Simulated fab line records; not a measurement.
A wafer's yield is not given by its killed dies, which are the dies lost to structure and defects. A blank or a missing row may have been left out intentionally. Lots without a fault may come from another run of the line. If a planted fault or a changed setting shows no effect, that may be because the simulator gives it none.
fab line records + flow n5Finfet + part 1 of 2: steps 1 to 26 of 33
[record]
- lots = 5
- wafers = 15
- lastDay = 18
route steps=1938 shown WELL_APT@43 PMOS_HMC_CHANNEL_EPI@57
lots untouched by any fault: they come from a run of this same line in which no faults occurred
startH: start of the lot's first displayed wafer, in hours after the record's first day + waitH: time in hours since the lot's previous step + " as in the row above + L1.1+2: several wafers, shown together as one row + - either no value or no given start + * or withheld: withheld + < > ~ a bound
route shown NAME@n: NAME is a module with steps in the file, n the number in the route of the first one + usual: mean/standard deviation of fault-free wafers + same: alike in all rows + chamber/n: place in a boat + sites: the reading at each site + _std_site: how widely they spread, as a standard deviation + _edge_site: outer sites' mean less inner sites' + radiusMm: how far each site lies from the wafer's centre + mask NAME#n: copy n + behind: tool/chamber where the wafer was last shaped + hold: why the lot went on hold/how many hours it stayed there/how the hold came to an end + device: the transistor (n, p or np) that didn't switch + end of line: the tests these same wafers got at the end of their route + where a step has no rows: the recipe by itself + killed: dies lost to structure and defects at the first sort, not the wafer's yield + map: per-die view of a wafer (x killed, . not killed, _ where there is no die)
set.NAME: the setting that was run; set.NAME@STEP: the one run at that earlier step + model.NAME: the simulator's own value behind a step, which no gauge read
a table for each step, a row for each wafer; lots at some steps of the route
services: when a tool's chamber went out of use (startH, in hours from the record's first day, below 0 if earlier), for how many hours, and the reason
[[steps]]
[step N5_WELL_APT_CD_MEAS_25]
[recipe]
- targetCdNm = 200
- landingEnergyEv = 500
- detector = seInlens
[usual]
- cdNm = 199.9/1.4
| lot.wafer | tool     | chamber | startH | waitH | cdNm  |
|-----------|----------|---------|--------|-------|-------|
| L078.3    | cdSem-01 | 0       | 38.92  | -     | 201.7 |
| L078.4    | "        | 0       | "      | "     | 199.2 |
| L078.6    | "        | 0       | "      | "     | 201.7 |
| L082.1    | cdSem-03 | 0       | 63.33  | -     | 201.7 |
| L082.2    | "        | 0       | "      | "     | 198.7 |
| L082.6    | "        | 0       | "      | "     | 201.4 |
| L090.1    | cdSem-02 | 0       | 111.19 | -     | 199.8 |
| L090.2    | "        | 0       | "      | "     | 200.3 |
| L090.4    | "        | 0       | "      | "     | 200.0 |
| L092.1    | cdSem-01 | 0       | 123.02 | -     | 198.4 |
| L092.2    | "        | 0       | "      | "     | 200.1 |
| L092.3    | "        | 0       | "      | "     | 199.5 |
| L096.2    | cdSem-02 | 0       | 147.12 | -     | 201.5 |
| L096.3    | "        | 0       | "      | "     | 200.5 |
| L096.4    | "        | 0       | "      | "     | 201.1 |
[step N5_WELL_APT_OVL_MEAS_26]
[recipe]
- pointsPerWafer = 44
[usual]
- PWELL_OVL = -1/4.8
| lot.wafer | tool       | chamber | startH | waitH | PWELL_OVL[nm] |
|-----------|------------|---------|--------|-------|---------------|
| L078.3    | overlay-01 | 0       | 38.95  | 0.0   | -4            |
| L078.4    | "          | 0       | "      | "     | -1            |
| L078.6    | "          | 0       | "      | "     | -6            |
| L082.1    | overlay-01 | 0       | 63.36  | 0.0   | 5             |
| L082.2    | "          | 0       | "      | "     | 4             |
| L082.6    | "          | 0       | "      | "     | 6             |
| L090.1    | overlay-02 | 0       | 111.22 | 0.0   | -9            |
| L090.2    | "          | 0       | "      | "     | -2            |
| L090.4    | "          | 0       | "      | "     | -6            |
| L092.1    | overlay-02 | 0       | 123.05 | 0.0   | 0             |
| L092.2    | "          | 0       | "      | "     | -1            |
| L092.3    | "          | 0       | "      | "     | 0             |
| L096.2    | overlay-01 | 0       | 147.15 | 0.0   | 3             |
| L096.3    | "          | 0       | "      | "     | -3            |
| L096.4    | "          | 0       | "      | "     | 6             |
[step N5_WELL_APT_INSPECT_27]
[recipe]
- mode = adi
- inspectInstrument = macro
[usual]
- rawDefectCount = 2.0/1.4
| lot.wafer | tool             | chamber | startH | waitH | rawDefectCount |
|-----------|------------------|---------|--------|-------|----------------|
| L078.3    | defectInspect-01 | -       | 38.98  | 0.0   | 0              |
| L078.4    | "                | -       | "      | "     | 1              |
| L078.6    | "                | -       | "      | "     | 1              |
| L082.1    | defectInspect-01 | -       | 63.39  | 0.0   | 1              |
| L082.2    | "                | -       | "      | "     | 2              |
| L082.6    | "                | -       | "      | "     | 0              |
| L090.1    | defectInspect-01 | -       | 111.24 | 0.0   | 2              |
| L090.2    | "                | -       | "      | "     | 2              |
| L090.4    | "                | -       | "      | "     | 2              |
| L092.1    | defectInspect-02 | -       | 123.07 | 0.0   | 2              |
| L092.2    | "                | -       | "      | "     | 2              |
| L092.3    | "                | -       | "      | "     | 2              |
| L096.2    | defectInspect-01 | -       | 147.17 | 0.0   | 1              |
| L096.3    | "                | -       | "      | "     | 3              |
| L096.4    | "                | -       | "      | "     | 3              |
[step N5_WELL_APT_DESCUM_30]
[recipe]
- chemistry = O2
- timeS = 7.9
- sourcePowerW = 50
- biasPowerW = 20
- pressureMtorr = 20
- rfFrequencyHz = 2.712e+07
- tempC = 40
- o2FlowSccm = 225
[usual]
- biasPowerW = 19.99/0.052
- drypumpMotorCurrentA = 5.8/0.45
- oesProductAu = 0.76/0.077
- rfVppV = 243.2/1.3
- showerheadPlenumPTorr = 2.09/0.065
- throttleValvePct = 20.32/0.3
[same]
- timeS = 7.9
| lot.wafer | tool       | chamber | startH | waitH | biasPowerW | drypumpMotorCurrentA | oesProductAu | rfHoursCounterH | rfVppV | showerheadPlenumPTorr | throttleValvePct |
|-----------|------------|---------|--------|-------|------------|----------------------|--------------|-----------------|--------|-----------------------|------------------|
| L078.3    | rieDiel-01 | 3       | 39.01  | 0.0   | 20.08      | 6.2                  | 0.66         | 250             | 240.6  | 1.97                  | 20.43            |
| L078.4    | "          | 1       | "      | "     | 19.93      | 5.9                  | 0.66         | 247             | 242.9  | 2.05                  | 20.48            |
| L078.6    | "          | 3       | "      | "     | 19.96      | 6.2                  | 0.66         | -               | 240.3  | 1.98                  | 20.42            |
| L082.1    | rieDiel-02 | 3       | 63.42  | 0.0   | 20.02      | 5.8                  | 0.85         | 51              | 244.0  | 2.12                  | 20.33            |
| L082.2    | "          | 0       | "      | "     | 19.93      | 5.5                  | 0.85         | 64              | 243.1  | 2.11                  | 19.87            |
| L082.6    | "          | 2       | "      | "     | 19.98      | 5.6                  | 0.69         | -               | 244.0  | 2.15                  | 20.90            |
| L090.1    | rieDiel-03 | 3       | 111.28 | 0.0   | 19.91      | 6.3                  | 0.71         | 218             | 242.3  | 2.08                  | 20.73            |
| L090.2    | "          | 0       | "      | "     | 20.00      | 6.3                  | 0.69         | 234             | 242.6  | 2.06                  | 20.22            |
| L090.4    | "          | 1       | "      | "     | 20.08      | 5.8                  | 0.74         | 176             | 243.4  | 2.18                  | 20.36            |
| L092.1    | rieDiel-02 | 0       | 123.10 | 0.0   | 20.02      | 5.5                  | 0.81         | 88              | 245.1  | 2.10                  | 19.92            |
| L092.2    | "          | 1       | "      | "     | 20.05      | 4.8                  | 0.71         | 211             | 241.0  | 1.99                  | 20.32            |
| L092.3    | "          | 3       | "      | "     | 19.96      | 5.8                  | 0.81         | 75              | 242.9  | 2.11                  | 20.36            |
| L096.2    | rieDiel-03 | 0       | 147.68 | 0.5   | 19.93      | 6.3                  | 0.69         | 246             | 242.5  | 2.06                  | 20.26            |
| L096.3    | "          | 2       | "      | "     | 20.06      | 6.4                  | 0.73         | 183             | 242.6  | 1.99                  | 20.34            |
| L096.4    | "          | 3       | "      | "     | 20.00      | 6.3                  | 0.70         | 231             | 243.4  | 2.07                  | 20.76            |
[step N5_WELL_APT_IMPLANT_31]
[recipe]
- species = B
- energyKev = 60
- doseCm2 = 1.5e+13
- tiltDeg = 0
- rotationDeg = 0
| lot.wafer  | tool         | chamber | startH | waitH |
|------------|--------------|---------|--------|-------|
| L078.3+4+6 | implanter-01 | 0       | 39.17  | 0.1   |
| L082.1+2+6 | implanter-01 | 0       | 63.52  | 0.1   |
| L090.1+2+4 | implanter-02 | 0       | 111.37 | 0.1   |
| L092.1+2+3 | implanter-02 | 0       | 123.20 | 0.1   |
| L096.2+3+4 | implanter-02 | 0       | 147.81 | 0.1   |
[step N5_WELL_APT_IMPLANT_32]
[recipe]
- species = BF2
- energyKev = 50
- doseCm2 = 2e+13
- tiltDeg = 0
- rotationDeg = 0
| lot.wafer  | tool         | chamber | startH | waitH |
|------------|--------------|---------|--------|-------|
| L078.3+4+6 | implanter-01 | 0       | 39.35  | 0.1   |
| L082.1+2+6 | implanter-01 | 0       | 63.70  | 0.1   |
| L090.1+2+4 | implanter-02 | 0       | 111.55 | 0.1   |
| L092.1+2+3 | implanter-02 | 0       | 123.38 | 0.1   |
| L096.2+3+4 | implanter-02 | 0       | 147.99 | 0.1   |
[step N5_WELL_APT_STRIP_33]
[recipe]
- chemistry = SPM
- timeS = 900
- tempC = 130
- h2so4H2o2VolRatio = 4
- dry = ipaMarangoni
[same]
- timeS = 900
| lot.wafer  | tool        | chamber | startH | waitH |
|------------|-------------|---------|--------|-------|
| L078.3+4+6 | wetBench-04 | 4,5,1   | 39.51  | 0.1   |
| L082.1+2+6 | wetBench-01 | 7,1,0   | 63.91  | 0.2   |
| L090.1+2+4 | wetBench-04 | 1,7,2   | 111.76 | 0.2   |
| L092.1+2+3 | wetBench-03 | 0,3,1   | 123.59 | 0.2   |
| L096.2+3+4 | wetBench-04 | 6,3,2   | 148.16 | 0.1   |
[step N5_WELL_APT_RTA_34]
[recipe]
- tempC = 1000
- timeS = 10
- ambient = N2
- idleTempC = 600
- rampUpCPerS = 150
- rampDownCPerS = 60
- coolToC = 600
[usual]
- lampPowerPct = 13.01/0.054
- wafer_temp_C_max = 1003.6/1.1
[same]
- timeS = 10
| lot.wafer | tool         | chamber | startH | waitH | lampPowerPct | wafer_temp_C_max |
|-----------|--------------|---------|--------|-------|--------------|------------------|
| L078.3    | rtpAnneal-02 | 0       | 39.83  | 0.1   | 13.02        | 1006.0           |
| L078.4    | "            | 0       | "      | "     | 13.00        | 1003.6           |
| L078.6    | "            | 0       | "      | "     | 13.02        | 1002.6           |
| L082.1    | rtpAnneal-02 | 0       | 64.23  | 0.0   | 12.97        | 1004.6           |
| L082.2    | "            | 0       | "      | "     | 13.07        | 1003.3           |
| L082.6    | "            | 0       | "      | "     | 12.94        | 1001.6           |
| L090.1    | rtpAnneal-01 | 0       | 112.04 | 0.0   | 13.02        | 1001.9           |
| L090.2    | "            | 0       | "      | "     | 12.97        | 1003.3           |
| L090.4    | "            | 0       | "      | "     | 12.97        | 1003.0           |
| L092.1    | rtpAnneal-02 | 0       | 124.17 | 0.3   | 13.04        | 1003.1           |
| L092.2    | "            | 0       | "      | "     | 13.02        | 1005.6           |
| L092.3    | "            | 0       | "      | "     | 13.02        | 1003.4           |
| L096.2    | rtpAnneal-02 | 0       | 148.46 | 0.0   | 12.99        | 1003.4           |
| L096.3    | "            | 0       | "      | "     | 13.02        | 1001.9           |
| L096.4    | "            | 0       | "      | "     | 13.06        | 1001.9           |
[step N5_WELL_APT_OXIDE_STRIP_42]
[recipe]
- chemistry = dHF
- dilution = 25:1
- timeS = 45
- tempC = 25
- target = SiO2
- targetDepthA = 120
[same]
- timeS = 45
| lot.wafer  | tool        | chamber | startH | waitH |
|------------|-------------|---------|--------|-------|
| L078.3+4+6 | wetBench-01 | 6,5,2   | 39.93  | 0.1   |
| L082.1+2+6 | wetBench-01 | 6,5,3   | 64.38  | 0.1   |
| L090.1+2+4 | wetBench-01 | 3,5,6   | 112.18 | 0.1   |
| L092.1+2+3 | wetBench-04 | 7,3,0   | 124.33 | 0.1   |
| L096.2+3+4 | wetBench-04 | 7,6,2   | 148.58 | 0.1   |
[step N5_WELL_APT_PRECLEAN_36]
[recipe]
- chemistry = O3/DIW
- timeS = 45
- tempC = 22
- o3Ppm = 10
[same]
- timeS = 45
| lot.wafer  | tool        | chamber | startH | waitH |
|------------|-------------|---------|--------|-------|
| L078.3+4+6 | wetBench-01 | 6,5,2   | 39.96  | 0.0   |
| L082.1+2+6 | wetBench-01 | 6,5,3   | 64.40  | 0.0   |
| L090.1+2+4 | wetBench-01 | 3,5,6   | 112.20 | 0.0   |
| L092.1+2+3 | wetBench-04 | 7,3,0   | 124.35 | 0.0   |
| L096.2+3+4 | wetBench-04 | 7,6,2   | 148.60 | 0.0   |
[step N5_WELL_APT_PRECLEAN_39]
[recipe]
- chemistry = dHF
- timeS = 60
- dilution = 150:1
- tempC = 25
[same]
- timeS = 60
| lot.wafer  | tool        | chamber | startH | waitH |
|------------|-------------|---------|--------|-------|
| L078.3+4+6 | wetBench-01 | 6,5,2   | 39.99  | 0.0   |
| L082.1+2+6 | wetBench-01 | 6,5,3   | 64.41  | 0.0   |
| L090.1+2+4 | wetBench-01 | 3,5,6   | 112.21 | 0.0   |
| L092.1+2+3 | wetBench-04 | 7,3,0   | 124.36 | 0.0   |
| L096.2+3+4 | wetBench-04 | 7,6,2   | 148.61 | 0.0   |
[step N5_WELL_APT_SRD_37]
[recipe]
- dry = ipaMarangoni
- doPpb = 5
- timeS = 30
- tempC = 23
- rinseLiquid = diw
[usual]
- doPpb = 5.00/0.049
[same]
- timeS = 30
| lot.wafer | tool        | chamber | startH | waitH | doPpb |
|-----------|-------------|---------|--------|-------|-------|
| L078.3    | wetBench-01 | 6       | 40.02  | 0.0   | 5.06  |
| L078.4    | "           | 5       | "      | "     | 5.01  |
| L078.6    | "           | 2       | "      | "     | 5.07  |
| L082.1    | wetBench-01 | 6       | 64.43  | 0.0   | 5.01  |
| L082.2    | "           | 5       | "      | "     | 5.01  |
| L082.6    | "           | 3       | "      | "     | 5.07  |
| L090.1    | wetBench-01 | 3       | 112.23 | 0.0   | 5.04  |
| L090.2    | "           | 5       | "      | "     | 4.99  |
| L090.4    | "           | 6       | "      | "     | 5.08  |
| L092.1    | wetBench-04 | 7       | 124.38 | 0.0   | 5.04  |
| L092.2    | "           | 3       | "      | "     | 4.97  |
| L092.3    | "           | 0       | "      | "     | 4.95  |
| L096.2    | wetBench-04 | 7       | 148.63 | 0.0   | 5.02  |
| L096.3    | "           | 6       | "      | "     | 5.10  |
| L096.4    | "           | 2       | "      | "     | 4.97  |
[step N5_WELL_APT_EPI_41]
[recipe]
- material = Si
- targetThkA = 500
- tempC = 650
- precursor = SiH4/H2
- pressureTorr = 20
- timeS = 297.7
[usual]
- throttleValvePct = 11.3/0.44
[same]
- timeS = 297.7
| lot.wafer | tool        | chamber | startH | waitH | throttleValvePct |
|-----------|-------------|---------|--------|-------|------------------|
| L078.3    | epiRpcvd-04 | 0       | 40.29  | 0.2   | 11.7             |
| L078.4    | "           | 0       | "      | "     | 11.8             |
| L078.6    | "           | 0       | "      | "     | 11.8             |
| L082.1    | epiRpcvd-04 | 0       | 64.49  | 0.0   | 11.9             |
| L082.2    | "           | 0       | "      | "     | 12.0             |
| L082.6    | "           | 0       | "      | "     | 11.9             |
| L090.1    | epiRpcvd-03 | 0       | 112.28 | 0.0   | 11.4             |
| L090.2    | "           | 0       | "      | "     | 11.3             |
| L090.4    | "           | 0       | "      | "     | 11.2             |
| L092.1    | epiRpcvd-04 | 0       | 124.43 | 0.0   | 12.0             |
| L092.2    | "           | 0       | "      | "     | 12.0             |
| L092.3    | "           | 0       | "      | "     | 11.7             |
| L096.2    | epiRpcvd-02 | 0       | 148.78 | 0.1   | 10.7             |
| L096.3    | "           | 0       | "      | "     | 10.8             |
| L096.4    | "           | 0       | "      | "     | 10.7             |
[step N5_WELL_APT_INSPECT_38]
[recipe]
- inspectInstrument = darkfield
- mode = postEpi
[usual]
- rawDefectCount = 14/5.4
| lot.wafer | tool             | chamber | startH | waitH | rawDefectCount |
|-----------|------------------|---------|--------|-------|----------------|
| L078.3    | defectInspect-02 | -       | 40.74  | 0.4   | 17             |
| L078.4    | "                | -       | "      | "     | 19             |
| L078.6    | "                | -       | "      | "     | 11             |
| L082.1    | defectInspect-01 | -       | 65.12  | 0.5   | 21             |
| L082.2    | "                | -       | "      | "     | 20             |
| L082.6    | "                | -       | "      | "     | 15             |
| L090.1    | defectInspect-01 | -       | 113.11 | 0.7   | 7              |
| L090.2    | "                | -       | "      | "     | 14             |
| L090.4    | "                | -       | "      | "     | 9              |
| L092.1    | defectInspect-01 | -       | 125.06 | 0.5   | 18             |
| L092.2    | "                | -       | "      | "     | 22             |
| L092.3    | "                | -       | "      | "     | 16             |
| L096.2    | defectInspect-01 | -       | 149.32 | 0.4   | 10             |
| L096.3    | "                | -       | "      | "     | 14             |
| L096.4    | "                | -       | "      | "     | 15             |
[step N5_PMOS_HMC_CHANNEL_EPI_HM_DEP_34]
[recipe]
- material = SiO2
- targetThkA = 360
- tempC = 400
- precursor = TEOS/O2
- pressureTorr = 6.5
- rfW = 900
- teosFlowSccm = 161.4
- gas = O2
- flowSccm = 2650
- timeS = 6.9
[usual]
- heaterPowerW = 539/94
- showerheadPlenumPTorr = 8.359/0.027
- throttleValvePct = 18.9/0.94
[same]
- timeS = 6.9
| lot.wafer | tool     | chamber | startH | waitH | heaterPowerW | showerheadPlenumPTorr | throttleValvePct |
|-----------|----------|---------|--------|-------|--------------|-----------------------|------------------|
| L078.3    | pecvd-03 | 0       | 40.79  | 0.0   | 490          | 8.357                 | 20.8             |
| L078.4    | "        | 2       | "      | "     | 475          | 8.377                 | 18.2             |
| L078.6    | "        | 2       | "      | "     | 473          | 8.375                 | 17.9             |
| L082.1    | pecvd-01 | 1       | 65.16  | 0.0   | 621          | 8.359                 | 19.3             |
| L082.2    | "        | 2       | "      | "     | 434          | 8.312                 | 19.7             |
| L082.6    | "        | 0       | "      | "     | 585          | 8.316                 | 18.1             |
| L090.1    | pecvd-01 | 2       | 113.15 | 0.0   | 385          | 8.326                 | 19.8             |
| L090.2    | "        | 0       | "      | "     | 612          | 8.308                 | 18.1             |
| L090.4    | "        | 0       | "      | "     | 623          | 8.338                 | 18.2             |
| L092.1    | pecvd-02 | 1       | 125.11 | 0.0   | 458          | 8.364                 | 18.1             |
| L092.2    | "        | 0       | "      | "     | 603          | 8.386                 | 18.8             |
| L092.3    | "        | 2       | "      | "     | 586          | 8.341                 | 18.2             |
| L096.2    | pecvd-03 | 0       | 149.35 | 0.0   | 427          | 8.372                 | 20.8             |
| L096.3    | "        | 2       | "      | "     | 488          | 8.367                 | 18.4             |
| L096.4    | "        | 2       | "      | "     | 481          | 8.373                 | 18.5             |
[step N5_PMOS_HMC_CHANNEL_EPI_COAT_31]
[recipe]
- resist = BARC
- tempC = 205
- timeS = 60
- spinRpm = 1500
- resistThkNm = 66
[same]
- timeS = 60
| lot.wafer  | tool          | chamber | startH | waitH |
|------------|---------------|---------|--------|-------|
| L078.3+4+6 | lithoTrack-04 | 0       | 40.85  | 0.0   |
| L082.1+2+6 | lithoTrack-05 | 0       | 65.21  | 0.0   |
| L090.1+2+4 | lithoTrack-04 | 0       | 113.20 | 0.0   |
| L092.1+2+3 | lithoTrack-05 | 0       | 125.17 | 0.0   |
| L096.2+3+4 | lithoTrack-04 | 0       | 149.41 | 0.0   |
[step N5_PMOS_HMC_CHANNEL_EPI_COAT_03]
[recipe]
- resist = CAR-ArF-block
- spinRpm = 1500
- resistThkNm = 205
| lot.wafer  | tool          | chamber | startH | waitH |
|------------|---------------|---------|--------|-------|
| L078.3+4+6 | lithoTrack-04 | 0       | -      | -     |
| L082.1+2+6 | lithoTrack-05 | 0       | -      | -     |
| L090.1+2+4 | lithoTrack-04 | 0       | -      | -     |
| L092.1+2+3 | lithoTrack-05 | 0       | -      | -     |
| L096.2+3+4 | lithoTrack-04 | 0       | -      | -     |
[step N5_PMOS_HMC_CHANNEL_EPI_EBR_05]
[recipe]
- solvent = PGMEA
- ebrWidthMm = 1.5
| lot.wafer  | tool          | chamber | startH | waitH |
|------------|---------------|---------|--------|-------|
| L078.3+4+6 | lithoTrack-04 | 0       | -      | -     |
| L082.1+2+6 | lithoTrack-05 | 0       | -      | -     |
| L090.1+2+4 | lithoTrack-04 | 0       | -      | -     |
| L092.1+2+3 | lithoTrack-05 | 0       | -      | -     |
| L096.2+3+4 | lithoTrack-04 | 0       | -      | -     |
[step N5_PMOS_HMC_CHANNEL_EPI_SOFTBAKE_04]
[recipe]
- tempC = 110
- timeS = 60
- resist = CAR-ArF-block
[same]
- timeS = 60
| lot.wafer  | tool          | chamber | startH | waitH |
|------------|---------------|---------|--------|-------|
| L078.3+4+6 | lithoTrack-04 | 0       | -      | -     |
| L082.1+2+6 | lithoTrack-05 | 0       | -      | -     |
| L090.1+2+4 | lithoTrack-04 | 0       | -      | -     |
| L092.1+2+3 | lithoTrack-05 | 0       | -      | -     |
| L096.2+3+4 | lithoTrack-04 | 0       | -      | -     |
[step N5_PMOS_HMC_CHANNEL_EPI_EXPOSE_06]
[recipe]
- maskId = PMOS_HMC_BLK
- na = 1.35
- sourceShape = conventional
- sigmaOuter = 0.8
- polarization = unpolarized
- targetCdNm = 240
- doseMj = 41
[usual]
- focusOffsetNm = 0.0/0.45
| lot.wafer | tool           | chamber | startH | waitH | mask           | focusOffsetNm |
|-----------|----------------|---------|--------|-------|----------------|---------------|
| L078.3    | arfiScanner-02 | 0       | 41.09  | -     | PMOS_HMC_BLK#0 | 0.1           |
| L078.4    | "              | 0       | "      | "     | PMOS_HMC_BLK#0 | 0.3           |
| L078.6    | "              | 0       | "      | "     | PMOS_HMC_BLK#0 | 0.7           |
| L082.1    | arfiScanner-01 | 0       | 65.44  | -     | PMOS_HMC_BLK#0 | 0.0           |
| L082.2    | "              | 0       | "      | "     | PMOS_HMC_BLK#0 | 0.7           |
| L082.6    | "              | 0       | "      | "     | PMOS_HMC_BLK#0 | 0.2           |
| L090.1    | arfiScanner-02 | 0       | 113.43 | -     | PMOS_HMC_BLK#0 | 0.0           |
| L090.2    | "              | 0       | "      | "     | PMOS_HMC_BLK#0 | -0.2          |
| L090.4    | "              | 0       | "      | "     | PMOS_HMC_BLK#0 | 0.5           |
| L092.1    | arfiScanner-03 | 0       | 125.39 | -     | PMOS_HMC_BLK#0 | -0.6          |
| L092.2    | "              | 0       | "      | "     | PMOS_HMC_BLK#0 | 0.3           |
| L092.3    | "              | 0       | "      | "     | PMOS_HMC_BLK#0 | 0.3           |
| L096.2    | arfiScanner-01 | 0       | 149.64 | -     | PMOS_HMC_BLK#0 | 0.2           |
| L096.3    | "              | 0       | "      | "     | PMOS_HMC_BLK#0 | -0.1          |
| L096.4    | "              | 0       | "      | "     | PMOS_HMC_BLK#0 | -0.4          |
[step N5_PMOS_HMC_CHANNEL_EPI_PEB_07]
[recipe]
- pebTempC = 110
- pebTimeS = 60
- resist = CAR-ArF-block
| lot.wafer  | tool          | chamber | startH | waitH |
|------------|---------------|---------|--------|-------|
| L078.3+4+6 | lithoTrack-05 | 0       | 41.13  | 0.0   |
| L082.1+2+6 | lithoTrack-01 | 0       | 65.50  | 0.1   |
| L090.1+2+4 | lithoTrack-05 | 0       | 113.48 | 0.1   |
| L092.1+2+3 | lithoTrack-04 | 0       | 125.45 | 0.1   |
| L096.2+3+4 | lithoTrack-04 | 0       | 149.69 | 0.0   |
[step N5_PMOS_HMC_CHANNEL_EPI_DEVELOP_08]
[recipe]
- developTimeS = 30
- developer = TMAH
- resist = CAR-ArF-block
- devTempC = 23
- rinseLiquid = diw
- dry = airSpin
| lot.wafer  | tool          | chamber | startH | waitH |
|------------|---------------|---------|--------|-------|
| L078.3+4+6 | lithoTrack-05 | 0       | -      | -     |
| L082.1+2+6 | lithoTrack-01 | 0       | -      | -     |
| L090.1+2+4 | lithoTrack-05 | 0       | -      | -     |
| L092.1+2+3 | lithoTrack-04 | 0       | -      | -     |
| L096.2+3+4 | lithoTrack-04 | 0       | -      | -     |
[step N5_PMOS_HMC_CHANNEL_EPI_CD_MEAS_09]
[recipe]
- targetCdNm = 237.4
- landingEnergyEv = 500
- detector = seInlens
[usual]
- cdNm = 236.9/0.94
| lot.wafer | tool     | chamber | startH | waitH | cdNm  |
|-----------|----------|---------|--------|-------|-------|
| L078.3    | cdSem-01 | 0       | 41.20  | -     | 238.0 |
| L078.4    | "        | 0       | "      | "     | 238.0 |
| L078.6    | "        | 0       | "      | "     | 237.0 |
| L082.1    | cdSem-03 | 0       | 65.56  | -     | 237.5 |
| L082.2    | "        | 0       | "      | "     | 236.4 |
| L082.6    | "        | 0       | "      | "     | 237.7 |
| L090.1    | cdSem-02 | 0       | 113.55 | -     | 236.5 |
| L090.2    | "        | 0       | "      | "     | 237.7 |
| L090.4    | "        | 0       | "      | "     | 237.3 |
| L092.1    | cdSem-02 | 0       | 125.51 | -     | 236.6 |
| L092.2    | "        | 0       | "      | "     | 238.8 |
| L092.3    | "        | 0       | "      | "     | 236.3 |
| L096.2    | cdSem-01 | 0       | 149.76 | -     | 237.6 |
| L096.3    | "        | 0       | "      | "     | 237.9 |
| L096.4    | "        | 0       | "      | "     | 236.1 |
[step N5_PMOS_HMC_CHANNEL_EPI_OVL_MEAS_10]
[recipe]
- pointsPerWafer = 44
[usual]
- PMOS_HMC_BLK_OVL = -0.3/0.65
| lot.wafer | tool       | chamber | startH | waitH | PMOS_HMC_BLK_OVL[nm] |
|-----------|------------|---------|--------|-------|----------------------|
| L078.3    | overlay-02 | 0       | 41.23  | 0.0   | -0.8                 |
| L078.4    | "          | 0       | "      | "     | -1.3                 |
| L078.6    | "          | 0       | "      | "     | -1.2                 |
| L082.1    | overlay-01 | 0       | 65.59  | 0.0   | -0.2                 |
| L082.2    | "          | 0       | "      | "     | -1.4                 |
| L082.6    | "          | 0       | "      | "     | -0.7                 |
| L090.1    | overlay-02 | 0       | 113.60 | 0.0   | 0.6                  |
| L090.2    | "          | 0       | "      | "     | 0.2                  |
| L090.4    | "          | 0       | "      | "     | 0.4                  |
| L092.1    | overlay-02 | 0       | 125.54 | 0.0   | 0.0                  |
| L092.2    | "          | 0       | "      | "     | -0.4                 |
| L092.3    | "          | 0       | "      | "     | 0.4                  |
| L096.2    | overlay-01 | 0       | 149.79 | 0.0   | 0.3                  |
| L096.3    | "          | 0       | "      | "     | 0.2                  |
| L096.4    | "          | 0       | "      | "     | -0.7                 |
[step N5_PMOS_HMC_CHANNEL_EPI_INSPECT_11]
[recipe]
- mode = adi
- inspectInstrument = macro
[usual]
- rawDefectCount = 2.1/1.5
| lot.wafer | tool             | chamber | startH | waitH | rawDefectCount |
|-----------|------------------|---------|--------|-------|----------------|
| L078.3    | defectInspect-02 | -       | 41.25  | 0.0   | 0              |
| L078.4    | "                | -       | "      | "     | 3              |
| L078.6    | "                | -       | "      | "     | 3              |
| L082.1    | defectInspect-01 | -       | 65.62  | 0.0   | 2              |
| L082.2    | "                | -       | "      | "     | 1              |
| L082.6    | "                | -       | "      | "     | 3              |
| L090.1    | defectInspect-02 | -       | 113.62 | 0.0   | 1              |
| L090.2    | "                | -       | "      | "     | 2              |
| L090.4    | "                | -       | "      | "     | 0              |
| L092.1    | defectInspect-02 | -       | 125.57 | 0.0   | 2              |
| L092.2    | "                | -       | "      | "     | 1              |
| L092.3    | "                | -       | "      | "     | 1              |
| L096.2    | defectInspect-01 | -       | 149.81 | 0.0   | 2              |
| L096.3    | "                | -       | "      | "     | 1              |
| L096.4    | "                | -       | "      | "     | 5              |
[step N5_PMOS_HMC_CHANNEL_EPI_DESCUM_14]
[recipe]
- chemistry = O2
- timeS = 7.9
- sourcePowerW = 50
- biasPowerW = 20
- pressureMtorr = 20
- rfFrequencyHz = 2.712e+07
- tempC = 40
- resist = CAR-ArF-block
- o2FlowSccm = 225
[usual]
- biasPowerW = 20.01/0.064
- drypumpMotorCurrentA = 5.7/0.4
- oesProductAu = 0.78/0.093
- rfVppV = 243.3/1.3
- showerheadPlenumPTorr = 2.10/0.061
- throttleValvePct = 20.50/0.26
[same]
- timeS = 7.9
| lot.wafer | tool       | chamber | startH | waitH | biasPowerW | drypumpMotorCurrentA | oesProductAu | rfHoursCounterH | rfVppV | showerheadPlenumPTorr | throttleValvePct |
|-----------|------------|---------|--------|-------|------------|----------------------|--------------|-----------------|--------|-----------------------|------------------|
| L078.3    | rieDiel-06 | 1       | 41.29  | 0.0   | 19.89      | 5.7                  | 0.78         | 109             | 242.5  | 2.03                  | 20.60            |
| L078.4    | "          | 3       | "      | "     | 19.95      | 5.2                  | 0.79         | 125             | 244.3  | 2.19                  | 20.18            |
| L078.6    | "          | 1       | "      | "     | 19.94      | 5.8                  | 0.78         | -               | 241.9  | 2.03                  | 20.61            |
| L082.1    | rieDiel-05 | 1       | 65.65  | 0.0   | 20.03      | 5.5                  | 0.74         | 151             | 242.1  | 2.01                  | 20.54            |
| L082.2    | "          | 2       | "      | "     | 19.97      | 5.1                  | 0.95         | 13              | 243.0  | 2.13                  | 20.19            |
| L082.6    | "          | 3       | "      | "     | 20.11      | 5.7                  | 0.88         | -               | 242.7  | 2.04                  | 20.16            |
| L090.1    | rieDiel-05 | 3       | 113.66 | 0.0   | 20.10      | 5.6                  | 0.85         | 65              | 242.6  | 2.04                  | 20.17            |
| L090.2    | "          | 1       | "      | "     | 20.00      | 5.5                  | 0.73         | 165             | 241.0  | 2.00                  | 20.54            |
| L090.4    | "          | 0       | "      | "     | 20.00      | 6.0                  | 0.74         | 175             | 243.8  | 2.17                  | 20.80            |
| L092.1    | rieDiel-05 | 0       | 125.60 | 0.0   | 19.99      | 5.9                  | 0.74         | 179             | 243.9  | 2.17                  | 20.84            |
| L092.2    | "          | 2       | "      | "     | 20.06      | 5.1                  | 0.90         | 33              | 243.7  | 2.12                  | 20.23            |
| L092.3    | "          | 3       | "      | "     | 19.84      | 5.7                  | 0.85         | 69              | 242.2  | 2.04                  | 20.17            |
| L096.2    | rieDiel-06 | 1       | 149.85 | 0.0   | 19.98      | 5.8                  | 0.75         | 143             | 242.3  | 2.02                  | 20.66            |
| L096.3    | "          | 0       | "      | "     | 19.95      | 5.7                  | 0.71         | 232             | 243.7  | 2.15                  | 20.30            |
| L096.4    | "          | 3       | "      | "     | 19.95      | 5.2                  | 0.76         | 154             | 245.0  | 2.18                  | 20.21            |
